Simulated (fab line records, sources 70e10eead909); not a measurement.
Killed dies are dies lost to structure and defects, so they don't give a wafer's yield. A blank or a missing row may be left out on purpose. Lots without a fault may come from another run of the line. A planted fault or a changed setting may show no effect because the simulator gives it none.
A struck lot beside a sound one | flow nand_harc | 14 steps out of a route of 1302
Sound: wafers L499.4, L499.5, L499.6. Struck: wafers L484.1, L484.3, L484.6. The cause comes at the end.
At each step with rows: each side's tool, then ch and its chambers, then its first start. Under that, the readings that differ: sound wafers | struck wafers | difference of the means | sigmas: that difference in standard deviations of wafers without a fault.
alike: readings whose means differ by less than 2 such deviations, and words and numbers that are the same on both sides. not compared: withheld readings, readings that some wafer has no value for, bounds like >300 that may hide the same value, and numbers for which the record gives no deviation and whose values overlap.
The two part at a step that has a row with sigmas, a row that says differs or no value, or rows on one side only. Numbers that don't overlap but have no deviation are shown without sigmas and don't part them. A reading that every wafer of one side lacks parts them only if that side has two wafers or more.

first, 1 step without rows for these wafers: NHARC_A_ONON_D2_DEP_19 (target thk 1000 nm).
NHARC_A_ONON_D2_THK_MEAS_21: measures by ellipsometry.
  sound on film_metro-02, day 20 22:27; struck on film_metro-01, day 15 02:14
  alike: thk_nm
then, 1 step without rows for these wafers: NHARC_A_ONON_D2_DEP_22 (target thk 1000 nm).
NHARC_A_ONON_D2_THK_MEAS_24: measures by ellipsometry.
  sound on film_metro-02, day 20 23:01; struck on film_metro-01, day 15 02:47
  alike: thk_nm
then, 1 step without rows for these wafers: NHARC_A_ONON_D2_DEP_25 (target thk 1000 nm).
NHARC_A_ONON_D2_THK_MEAS_27: measures by ellipsometry.
  sound on film_metro-02, day 20 23:35; struck on film_metro-01, day 15 03:22
  alike: thk_nm
then, 1 step without rows for these wafers: NHARC_A_ONON_D2_DEP_28 (target thk 1000 nm).
NHARC_A_ONON_D2_THK_MEAS_30: measures by ellipsometry.
  sound on film_metro-02, day 21 00:09; struck on film_metro-01, day 15 03:55
  reading     | sound       | struck         | difference | sigmas
  thk_nm (nm) | 999 995 996 | 1026 1026 1026 | +29        | +3
NHARC_A_ONON_D2_DEP_33: deposits SiO2, target thk 200 nm.
  sound on pecvd-01 ch 0,1,2, day 21 00:20; struck on pecvd-04 ch 1,2, day 15 04:03
  reading            | sound       | struck      | difference | sigmas
  rf_fwd_power_W (W) | 898 897 903 | 894 891 893 | -7         | -2
  alike: chamber_pressure_Torr, heater_power_w, mfc_precursor_sccm, susceptor_temp_C, throttle_valve_pct
NHARC_A_ONON_D2_THK_MEAS_34: measures by ellipsometry.
  sound on film_metro-01, day 21 00:37; struck on film_metro-01, day 15 04:32
  alike: thk_nm
NHARC_A_ONON_D2_INSPECT_32:
  sound on defect_inspect-02, day 21 00:41; struck on defect_inspect-01, day 15 04:36
  alike: raw_defect_count
NHARC_A_CHANNEL_HOLE_D2_DEP_00: deposits aC, target thk 3100 nm.
  sound on acl_dep-01 ch 0, day 21 01:42; struck on acl_dep-03 ch 0, day 15 06:49
  reading              | sound                | struck               | difference | sigmas
  susceptor_temp_C (C) | 399.64 399.79 399.48 | 400.47 400.40 400.29 | +0.75      | +4
  alike: throttle_valve_pct
NHARC_A_CHANNEL_HOLE_D2_DEP_01: deposits SiON, target thk 140 nm.
  sound on pecvd-01 ch 0,1,2, day 21 02:46; struck on pecvd-02 ch 0,1, day 15 08:47
  alike: chamber_pressure_Torr, heater_power_w, rf_fwd_power_W, susceptor_temp_C
-- the record jumps here: 11 days lie between the struck wafers' starts before and after (it left off in module A_CHANNEL_HOLE_D2 and takes up again in module END, whose first step shown is number 1302 of the route) --
NHARC_END_SORT_01:
  the record has rows for the struck wafers here (prober-02 ch 0, day 26 14:36) and none for the sound ones

WHERE THEY PART
First at NHARC_A_ONON_D2_THK_MEAS_30; last, within this record, at NHARC_END_SORT_01.

WHY: what the simulator had put in
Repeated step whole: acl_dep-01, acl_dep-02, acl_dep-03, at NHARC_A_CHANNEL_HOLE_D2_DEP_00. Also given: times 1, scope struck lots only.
